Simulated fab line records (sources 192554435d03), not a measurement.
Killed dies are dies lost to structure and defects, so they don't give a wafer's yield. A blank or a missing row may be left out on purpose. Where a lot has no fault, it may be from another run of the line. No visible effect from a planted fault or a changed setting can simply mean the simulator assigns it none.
fab line records	flow n5-finfet
record: lots: 8	wafers: 24	last-day: 18
route steps=1938 shown BEOL_M2@865 BEOL_M4@1111
lots that met no fault: taken from a fault-free run of the same line
start-h: hours from the record's opening day to when the first of the lot's shown wafers began	wait-h: how many hours have passed since the lot's step before this one	" the same as in the row above	L1.1+2: a row that stands for several wafers	- either no value or no given start	* or withheld: withheld	< > ~ a bound
route shown NAME@n: names a module that has steps shown in the file, with the first one's number in the route	usual: mean and standard deviation over wafers with no fault	same: alike in all rows	chamber/n: place in a boat	sites: readings site by site	_std_site: how widely they spread, as a standard deviation	_edge_site: the outer-site mean with the inner-site mean subtracted	radius-mm: for every site, how far away it sits from the centre of the wafer	mask NAME#n: copy n	behind: the last tool/chamber to shape the wafer	hold: reason for holding the lot/hours on hold/outcome of the hold	device: whichever transistor did not switch (one of n, p or np)	end of line: the same wafers' tests at the end of the route	a step given without rows: its recipe and nothing more	killed: at the first sort, the dies lost to defects and structure; wafer yield is something else	map: dies across one wafer; x = killed, . = not, _ = none there
set.NAME: setting as actually run; set.NAME@STEP: the setting as run at that earlier step	model.NAME: the simulator's own value behind a step, which no gauge read
a sample of lots followed through the steps of the route, with each step as a table and each wafer as a row
services: a tool's chamber out of use, with start hour (start-h, from the record's first day; less than 0 if before it), hours out, and reason
== steps ==
step: N5_BEOL_M2_STRIP_19
recipe: chemistry: O2	power-w: 400	temp-c: 40	pressure-mtorr: 30	rf-frequency-hz: 6e+07	bias-power-w: 0	overash-fraction: 0.2	o2-flow-sccm: 225
usual: drypump-motor-current-A: 5.8/0.45	oes-product-au: 0.77/0.097	rf-vpp-V: 3.6/0.44	showerhead-plenum-p-Torr: 2.09/0.099	throttle-valve-pct: 16.72/0.16
same: bias-power-w: 0
lot.wafer	tool	chamber	start-h	wait-h	drypump-motor-current-A	oes-product-au	rf-hours-counter-h	rf-vpp-V	showerhead-plenum-p-Torr	throttle-valve-pct
L836.1	rie-diel-06	2	146.86	0.2	5.6	0.70	199	3.9	2.00	16.77
L836.4	"	1	"	"	5.7	0.72	225	3.8	2.06	16.91
L836.5	"	2	"	"	5.6	0.70	-	3.4	2.00	16.76
L840.1	rie-diel-01	3	170.27	0.1	5.3	0.71	214	3.5	2.07	16.66
L840.3	"	0	"	"	5.5	0.79	78	4.4	2.13	16.50
L840.5	"	2	"	"	6.4	0.68	-	3.4	2.15	16.65
L845.1	rie-diel-01	3	195.62	0.1	5.3	0.71	224	2.7	2.07	16.69
L845.2	"	1	"	"	6.1	0.70	202	3.3	2.06	16.81
L845.5	"	3	"	"	5.3	0.71	-	4.1	2.07	16.68
L849.1	rie-diel-05	1	218.24	0.1	6.6	0.94	26	3.3	2.25	16.74
L849.5	"	3	"	"	5.1	0.71	-	4.0	2.07	16.72
L849.6	"	1	"	"	6.6	0.95	-	3.3	2.25	16.77
L856.2	rie-diel-06	2	262.77	0.2	5.6	0.68	240	4.1	1.99	16.85
L856.4	"	3	"	"	5.7	0.77	156	3.6	2.19	16.81
L856.5	"	2	"	"	5.6	0.68	-	4.0	1.99	16.87
L857.1	rie-diel-05	1	268.24	0.1	6.6	0.92	42	4.2	2.24	16.79
L857.4	"	0	"	"	5.3	0.73	190	3.6	1.89	16.87
L857.5	"	0	"	"	5.3	0.72	-	3.2	1.89	16.87
L855.1	rie-diel-01	0	273.12	0.1	5.5	0.76	119	3.9	2.11	16.58
L855.3	"	1	"	"	6.1	0.67	232	3.7	2.05	16.88
L855.6	"	1	"	"	6.1	0.68	-	3.8	2.05	16.87
L858.1	rie-diel-01	2	277.21	0.1	6.3	0.94	8	3.2	2.13	16.24
L858.4	"	0	"	"	5.4	0.77	-	4.1	2.11	16.58
L858.6	"	2	"	"	6.3	0.95	-	3.9	2.13	16.26
step: N5_BEOL_M2_TRENCH_ETCH_37
recipe: chemistry: C4F6/O2	target-depth-a: 555.55	target: SiOC	time-s: 29.2	ion-energy-ev: 250	pressure-mtorr: 30	source-w: 355	bias-w: 185	Ar_flow_sccm: 300	C4F6_flow_sccm: 10	O2_flow_sccm: 10
usual: drypump-motor-current-A: 5.7/0.4	oes_f_703_au: 0.76/0.075	oes_o_777_au: 0.76/0.076	oes-product-au: 0.75/0.078	rf-fwd-power-W: 350.2/1.7	rf-vpp-V: 663/10	showerhead-plenum-p-Torr: 2.84/0.11	throttle-valve-pct: 20.91/0.16
lot.wafer	tool	chamber	start-h	wait-h	drypump-motor-current-A	oes_f_703_au	oes_o_777_au	oes-product-au	rf-fwd-power-W	rf-hours-counter-h	rf-vpp-V	showerhead-plenum-p-Torr	throttle-valve-pct
L836.1	rie-diel-06	3	148.17	-	5.7	0.77	0.79	0.80	352.2	121	682	2.98	20.91
L836.4	"	2	"	"	5.6	0.74	0.74	0.71	348.3	199	667	2.70	20.79
L836.5	"	1	"	"	5.7	0.74	0.73	0.73	349.3	-	665	2.83	21.23
L840.1	rie-diel-06	2	175.05	-	5.6	0.73	0.72	0.71	346.7	210	668	2.69	20.79
L840.3	"	3	"	"	5.7	0.98	0.97	0.83	437.0	127	611	2.97	20.92
L840.5	"	3	"	"	5.7	0.98	0.97	0.83	436.1	-	609	2.97	20.92
L845.1	rie-diel-06	3	201.14	-	5.7	0.97	0.96	0.82	437.1	136	611	2.97	20.94
L845.2	"	1	"	"	5.7	0.72	0.72	0.71	350.4	247	667	2.82	21.28
L845.5	"	3	"	"	5.8	0.97	0.96	0.82	437.7	-	610	2.97	20.93
L849.1	rie-diel-01	2	224.95	-	6.3	0.68	0.68	0.67	349.4	247	666	2.91	20.83
L849.5	"	1	"	"	6.1	0.70	0.70	0.69	351.6	-	647	2.81	21.04
L849.6	"	0	"	"	5.5	0.77	0.79	0.78	348.8	-	660	2.87	20.67
L856.2	rie-diel-01	1	267.64	-	6.1	0.69	0.69	0.67	352.0	230	648	2.80	21.07
L856.4	"	0	"	"	5.5	0.76	0.77	0.75	349.1	-	660	2.86	20.70
L856.5	"	2	"	"	6.4	0.97	0.96	0.97	348.3	-	666	2.90	20.44
L857.1	rie-diel-06	0	275.47	-	6.0	0.73	0.75	0.73	346.6	178	660	2.94	20.90
L857.4	"	3	"	"	5.7	0.75	0.75	0.75	350.9	161	679	2.96	20.98
L857.5	"	3	"	"	5.7	0.73	0.75	0.77	351.2	-	680	2.96	20.97
L855.1	rie-diel-06	1	275.92	-	5.8	0.91	0.90	0.90	350.2	17	665	2.81	20.87
L855.3	"	0	"	"	6.0	0.74	0.75	0.74	347.7	178	658	2.94	20.89
L855.6	"	0	"	"	6.0	0.73	0.76	0.73	348.0	-	661	2.94	20.90
L858.1	rie-diel-05	1	279.59	-	6.6	0.91	0.91	0.89	349.3	46	659	3.03	21.06
L858.4	"	3	"	"	5.1	0.69	0.69	0.69	350.9	243	650	2.82	21.01
L858.6	"	2	"	"	5.5	0.90	0.90	0.91	351.7	-	687	3.04	20.59
step: N5_BEOL_M2_OCD_MEAS_38
usual: trench-depth-nm: 55.0/1.1
lot.wafer	tool	chamber	start-h	wait-h	trench-depth-nm
L836.1	ocd-01	-	148.32	-	55.7
L836.4	"	-	"	"	55.7
L836.5	"	-	"	"	55.5
L840.1	ocd-02	-	175.21	-	56.0
L840.3	"	-	"	"	60.6
L840.5	"	-	"	"	60.6
L845.1	ocd-02	-	201.29	-	60.1
L845.2	"	-	"	"	56.5
L845.5	"	-	"	"	60.3
L849.1	ocd-01	-	225.10	-	55.8
L849.5	"	-	"	"	53.2
L849.6	"	-	"	"	55.2
L856.2	ocd-01	-	267.80	-	51.7
L856.4	"	-	"	"	54.0
L856.5	"	-	"	"	56.7
L857.1	ocd-01	-	275.63	-	54.9
L857.4	"	-	"	"	55.4
L857.5	"	-	"	"	56.0
L855.1	ocd-01	-	276.07	-	57.0
L855.3	"	-	"	"	54.2
L855.6	"	-	"	"	54.0
L858.1	ocd-02	-	279.74	-	55.7
L858.4	"	-	"	"	53.5
L858.6	"	-	"	"	56.1
step: N5_BEOL_M2_CD_MEAS_35
recipe: target-cd-nm: 18	target-cd-y-nm: 22.2	polarity: opening
usual: cd-nm: 17.98/0.28
lot.wafer	tool	chamber	start-h	wait-h	cd-nm
L836.1	cd-sem-01	-	148.47	0.0	18.29
L836.4	"	-	"	"	18.22
L836.5	"	-	"	"	18.76
L840.1	cd-sem-01	-	175.36	0.0	18.42
L840.3	"	-	"	"	18.65
L840.5	"	-	"	"	18.41
L845.1	cd-sem-02	-	201.45	0.0	18.22
L845.2	"	-	"	"	18.03
L845.5	"	-	"	"	18.21
L849.1	cd-sem-02	-	225.26	0.0	17.64
L849.5	"	-	"	"	17.99
L849.6	"	-	"	"	18.35
L856.2	cd-sem-01	-	267.95	0.0	17.72
L856.4	"	-	"	"	18.34
L856.5	"	-	"	"	17.69
L857.1	cd-sem-03	-	275.87	0.0	18.27
L857.4	"	-	"	"	17.90
L857.5	"	-	"	"	17.89
L855.1	cd-sem-01	-	276.22	0.0	18.20
L855.3	"	-	"	"	17.90
L855.6	"	-	"	"	17.59
L858.1	cd-sem-01	-	279.89	0.0	17.84
L858.4	"	-	"	"	17.42
L858.6	"	-	"	"	17.90
step: N5_BEOL_M2_PRE_CLEAN_45
recipe: gas: H2/He	time-s: 30	temp-c: 250
usual: heater-power-w: 321/30
lot.wafer	tool	chamber	start-h	wait-h	heater-power-w
L836.1	pvd-sputter-02	-	148.60	0.0	399
L836.4	"	-	"	"	314
L836.5	"	-	"	"	326
L840.1	pvd-sputter-03	-	175.90	0.0	346
L840.3	"	-	"	"	336
L840.5	"	-	"	"	334
L845.1	pvd-sputter-03	-	202.14	0.0	306
L845.2	"	-	"	"	332
L845.5	"	-	"	"	328
L849.1	pvd-sputter-03	-	225.51	0.0	298
L849.5	"	-	"	"	305
L849.6	"	-	"	"	331
L856.2	pvd-sputter-02	-	268.13	0.0	393
L856.4	"	-	"	"	331
L856.5	"	-	"	"	317
L857.1	pvd-sputter-02	-	276.47	0.0	331
L857.4	"	-	"	"	322
L857.5	"	-	"	"	266
L855.1	pvd-sputter-01	-	276.85	0.0	303
L855.3	"	-	"	"	308
L855.6	"	-	"	"	306
L858.1	pvd-sputter-02	-	280.31	0.0	321
L858.4	"	-	"	"	315
L858.6	"	-	"	"	397
step: N5_BEOL_M2_THK_MEAS_53
recipe: thk-meas-gauge: xrf	reads: Cu_of_BEOL_M2_ECD_50
usual: M2_THK: 40.3/1.8
lot.wafer	tool	chamber	start-h	wait-h	M2_THK[nm]
L836.1	film-metro-01	-	151.97	-	40.6
L836.4	"	-	"	"	40.1
L836.5	"	-	"	"	40.6
L840.1	film-metro-01	-	179.17	-	41.0
L840.3	"	-	"	"	48.6
L840.5	"	-	"	"	46.2
L845.1	film-metro-01	-	205.34	-	47.1
L845.2	"	-	"	"	42.3
L845.5	"	-	"	"	46.1
L849.1	film-metro-02	-	228.74	-	42.0
L849.5	"	-	"	"	38.8
L849.6	"	-	"	"	42.0
L856.2	film-metro-01	-	271.78	-	35.2
L856.4	"	-	"	"	38.4
L856.5	"	-	"	"	41.2
L857.1	film-metro-02	-	280.20	-	38.9
L857.4	"	-	"	"	40.6
L857.5	"	-	"	"	39.6
L855.1	film-metro-01	-	280.82	-	42.7
L855.3	"	-	"	"	39.1
L855.6	"	-	"	"	40.9
L858.1	film-metro-02	-	283.48	-	37.7
L858.4	"	-	"	"	35.0
L858.6	"	-	"	"	39.9
step: N5_BEOL_M2_RS_MEAS_58
recipe: thk-meas-gauge: four-point-probe	reads: Co_of_BEOL_M2_CO_CAP_55+Cu_of_BEOL_M2_ECD_50+Co_of_BEOL_M2_CVD_47+TaN_of_BEOL_M2_ALD_84
usual: M2_RS: 0.67/0.037
lot.wafer	tool	chamber	start-h	wait-h	M2_RS[ohm/sq]
L836.1	film-metro-02	-	152.23	0.0	0.67
L836.4	"	-	"	"	0.68
L836.5	"	-	"	"	0.67
L840.1	film-metro-01	-	179.44	0.0	0.66
L840.3	"	-	"	"	0.54
L840.5	"	-	"	"	0.57
L845.1	film-metro-01	-	205.60	0.0	0.55
L845.2	"	-	"	"	0.63
L845.5	"	-	"	"	0.57
L849.1	film-metro-01	-	229.15	0.0	0.64
L849.5	"	-	"	"	0.71
L849.6	"	-	"	"	0.64
L856.2	film-metro-02	-	272.04	0.1	0.80
L856.4	"	-	"	"	0.71
L856.5	"	-	"	"	0.65
L857.1	film-metro-02	-	280.49	0.0	0.71
L857.4	"	-	"	"	0.67
L857.5	"	-	"	"	0.69
L855.1	film-metro-02	-	281.10	0.0	0.62
L855.3	"	-	"	"	0.70
L855.6	"	-	"	"	0.66
L858.1	film-metro-01	-	283.77	0.0	0.72
L858.4	"	-	"	"	0.79
L858.6	"	-	"	"	0.68
step: N5_BEOL_M4_RC_MEAS_101
usual: DIBL_N: 35.9/1.4	DIBL_P: 35.9/1.7	IOFF_N: 0.160/0.026	IOFF_P: 0.21/0.036	ION_N: 672/11	ION_P: 461/8.1	SS_N: 71.4/0.54	SS_P: 73.2/0.67	VT_N: 249.3/2.7	VT_P: -250/3.9
lot.wafer	tool	chamber	start-h	wait-h	DIBL_N[mV/V]	DIBL_P[mV/V]	IOFF_N[nA/um]	IOFF_P[nA/um]	ION_N[uA/um]	ION_P[uA/um]	SS_N[mV/dec]	SS_P[mV/dec]	VT_N[mV]	VT_P[mV]
L836.1	prober-01	0	172.90	0.0	34.3	33.6	0.129	0.19	660	462	71.6	72.8	250.5	-248
L836.4	"	0	"	"	38.8	39.7	0.233	0.29	687	468	72.8	74.8	243.2	-244
L836.5	"	0	"	"	36.5	35.2	0.155	0.22	672	457	72.1	73.3	251.0	-247
L840.1	prober-01	0	206.52	0.0	37.4	35.6	0.178	0.20	674	456	71.8	73.3	247.8	-255
L840.3	"	0	"	"	37.1	36.0	0.178	0.21	686	458	71.6	73.6	249.2	-253
L840.5	"	0	"	"	35.0	33.4	0.136	0.16	664	448	71.7	72.4	253.0	-255
L845.1	prober-02	0	230.17	0.0	35.7	35.9	0.157	0.21	667	456	71.3	73.0	250.1	-247
L845.2	"	0	"	"	34.4	34.8	0.137	0.20	666	463	70.3	73.0	248.8	-248
L845.5	"	0	"	"	33.6	33.0	0.122	0.17	648	452	71.2	71.8	253.3	-251
L849.1	prober-01	0	254.42	0.0	35.7	36.0	0.171	0.24	692	476	71.6	72.6	245.1	-247
L849.5	"	0	"	"	35.4	35.7	0.163	0.23	673	466	71.1	72.9	247.9	-244
L849.6	"	0	"	"	36.0	36.0	0.169	0.24	684	470	72.0	72.7	247.9	-246
L856.2	prober-02	0	291.75	0.2	40.2	39.1	0.228	0.27	677	468	72.5	74.4	246.0	-248
L856.4	"	0	"	"	35.4	34.9	0.132	0.19	672	462	70.7	72.5	252.0	-254
L856.5	"	0	"	"	37.4	37.0	0.165	0.22	682	465	71.2	73.3	247.7	-249
L855.1	prober-02	0	309.35	0.0	36.1	34.4	0.142	0.15	664	450	70.9	72.8	249.5	-258
L855.3	"	0	"	"	37.1	36.0	0.142	0.17	643	441	71.9	73.1	253.3	-254
L855.6	"	0	"	"	37.0	36.6	0.158	0.18	674	450	71.8	73.2	248.2	-255
L857.1	prober-01	0	309.69	0.0	36.2	37.0	0.186	0.23	670	458	72.1	73.9	245.1	-248
L857.4	"	0	"	"	35.4	37.1	0.171	0.22	690	465	71.6	74.4	248.0	-250
L857.5	"	0	"	"	34.2	34.5	0.136	0.18	660	451	71.1	72.8	251.7	-253
L858.1	prober-02	0	316.26	0.0	36.1	36.2	0.149	0.18	665	456	71.0	72.9	252.6	-253
L858.4	"	0	"	"	35.0	35.4	0.136	0.17	678	459	70.9	73.7	253.1	-255
L858.6	"	0	"	"	38.2	39.4	0.190	0.24	675	462	71.5	74.2	249.5	-248
== services ==
tool	chamber	start-h	hours	kind
rie-diel-06	2	130.51	8.3	repair
pvd-sputter-03	-	134.43	3.8	repair
pvd-sputter-02	-	138.49	1.9	repair
rie-diel-05	1	139.24	-	clean
rie-diel-05	1	139.24	-	consumable-replace:focus-ring
rie-diel-05	1	139.24	-	consumable-replace:showerhead
rie-diel-05	1	139.24	12.1	scheduled-down
rie-diel-05	1	139.24	12.1	vent-cycle
pvd-sputter-03	-	149.97	2.2	repair
rie-diel-06	3	159.99	6.8	repair
rie-diel-06	1	211.69	-	clean
rie-diel-06	1	211.69	-	consumable-replace:focus-ring
rie-diel-06	1	211.69	15.6	scheduled-down
rie-diel-06	1	211.69	15.6	vent-cycle
rie-diel-05	1	221.26	6.6	repair
rie-diel-01	2	235.67	-	clean
rie-diel-01	2	235.67	-	consumable-replace:focus-ring
rie-diel-01	2	235.67	13.8	scheduled-down
rie-diel-01	2	235.67	13.8	vent-cycle
rie-diel-01	2	252.91	7.8	repair
rie-diel-01	3	260.69	-	clean
rie-diel-01	3	260.69	-	consumable-replace:focus-ring
rie-diel-01	3	260.69	22.1	scheduled-down
rie-diel-01	3	260.69	22.1	vent-cycle
== key ==
first-sign: step: N5_BEOL_M2_TRENCH_ETCH_37	reading: rf-fwd-power-W	direction: up	sigmas: 51	usual: *	struck: *
effect: step: N5_BEOL_M2_TRENCH_ETCH_37	reading: rf-vpp-V	direction: down	sigmas: 5.3	usual: 663	struck: 610
effect: step: N5_BEOL_M2_OCD_MEAS_38	reading: trench-depth-nm	direction: up	sigmas: 4.8	usual: 55.0	struck: 60.4
effect: step: N5_BEOL_M2_THK_MEAS_53	reading: M2_THK	direction: up	sigmas: 3.8	usual: 40.3	struck: 47.0
effect: step: N5_BEOL_M2_RS_MEAS_58	reading: M2_RS	direction: down	sigmas: 3.2	usual: 0.67	struck: 0.56
met-at N5_BEOL_M2_TRENCH_ETCH_37
struck-lots L840,L845
struck-wafers L840.3,L840.5,L845.1,L845.5
not-acting-at N5_BEOL_M2_STRIP_19,N5_BEOL_M2_CD_MEAS_35,N5_BEOL_M2_PRE_CLEAN_45
onset-between 148.17 175.05
fault: kind: process-parameter-drift	tool: rie-diel-06	chamber: 3	onset-h: 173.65	steps: N5_BEOL_M2_TRENCH_ETCH_37	channel: source-w	offset: 85.2	shape: step	end-h: 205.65	acts-in: these-recipes-only	stated: 355
